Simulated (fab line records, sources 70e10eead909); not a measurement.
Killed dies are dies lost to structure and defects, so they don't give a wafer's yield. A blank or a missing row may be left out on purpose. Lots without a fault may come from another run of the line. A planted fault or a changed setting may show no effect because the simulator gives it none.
Which tool did it? | flow nand_harc | 12 lots, 36 wafers sampled, at 1 step of a route of 1302

WHAT THE GAUGES READ, wafer by wafer
NHARC_A_CONTACT_OVL_MEAS_43.
lot  | measured     | on         | overlay_x_nm (nm)
L075 | day 21 23:03 | overlay-02 | -0.8 -0.6 -0.8
L076 | day 22 14:31 | overlay-01 | -0.5 -0.2 -0.8
L079 | day 23 09:30 | overlay-01 | -0.5 -0.2 -0.2
L081 | day 24 14:20 | overlay-01 | 2.0 1.7 2.2
L083 | day 25 09:05 | overlay-01 | 0.4 1.1 0.3
L084 | day 25 23:46 | overlay-02 | 1.8 1.0 1.1
L087 | day 27 04:48 | overlay-02 | 0.7 1.1 0.5
L089 | day 27 16:55 | overlay-01 | 0.8 0.3 0.4
L091 | day 28 03:30 | overlay-01 | -0.4 -1.0 -0.5
L094 | day 29 11:56 | overlay-02 | 0.8 0.9 0.4
L095 | day 30 06:14 | overlay-01 | 1.8 0.8 1.1
L097 | day 30 20:41 | overlay-02 | -0.2 -0.6 -0.6

WHICH TOOL RAN EACH LOT (tool, then ch and the chambers of the sampled wafers, then the start)
The record holds no process step before these readings.

THE ANSWER, worked out from the rows above alone
Rule: what is usual is taken from the lots themselves. Put in order of their means at a reading, lots are off if they are a third of the lots or fewer, leave a main group of 4 or more, and stand apart from it by a gap of 3 or more times the standard deviation of the main group's means; of several such gaps the widest counts. A main group whose means are all the same, to the digits that the tables above print for the reading, isn't used. A lot without any number at a reading at which 4 lots or more have one is off too. The other lots that the step has rows for count as sound.
No lot is off at any reading shown: from this, nothing can be told.

WHAT THE SIMULATOR HAD PUT IN
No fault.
